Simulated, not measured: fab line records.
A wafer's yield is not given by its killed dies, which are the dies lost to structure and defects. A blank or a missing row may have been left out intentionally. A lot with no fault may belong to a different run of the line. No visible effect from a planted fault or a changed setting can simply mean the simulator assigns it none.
Matching of chambers ; flow nand-harc ; NHARC_A_STAIRCASE_TRIM_220 on rie-diel-04: 4 sister chambers
The step chemistry O2, time 211.2 s. 8 wafers are shown with their chamber, then 11 later ones without.

== WAFERS, EACH WITH ITS CHAMBER ==
wafer;chamber;showerhead-plenum-p-Torr (Torr);rf-vpp-V (V)
L076.4;2;3.37;57.1
L081.1;3;3.66;58.2
L086.2;0;3.56;59.3
L086.4;2;3.36;57.5
L087.2;3;3.65;57.8
L087.3;1;3.70;59.5
L087.4;0;3.55;58.7
L089.2;1;3.70;57.9

== WAFERS MISSING THEIR CHAMBER ==
wafer;showerhead-plenum-p-Torr (Torr);rf-vpp-V (V)
L089.4;3.55;57.7
L089.5;3.55;58.5
L091.1;3.55;56.9
L091.4;3.69;59.3
L091.5;3.55;56.7
L094.1;3.35;56.9
L094.2;3.65;58.7
L094.5;3.35;56.4
L097.2;3.35;56.2
L097.4;3.68;58.9
L097.6;3.35;56.6

== EACH ONE'S CHAMBER ==
wafer;from the rows above;in truth
L089.4;0;0
L089.5;0;0
L091.1;0;0
L091.4;1;1
L091.5;0;0
L094.1;2;2
L094.2;3;3
L094.5;2;2
L097.2;2;2
L097.4;can't be placed: 1 or 3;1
L097.6;2;2
Correct placement for 10 of the 11. Cannot be placed on the basis of these rows: 1; the candidates contain the true chamber in 1. Wrongly placed: 0.
How it was worked out, from the rows above alone: a wafer's distance from a chamber is the root of the sum, over the readings, of the square of ((its reading less the chamber's mean) divided by the reading's scatter). The wafer belongs to the nearest chamber; if the next one is less than 2 further off, it can't be placed. A chamber's mean is the mean of its shown wafers. How the scatter is found: for the shown wafers, subtract from each reading the mean of its chamber, square and add these, divide the total by (wafers less chambers), then take the root.
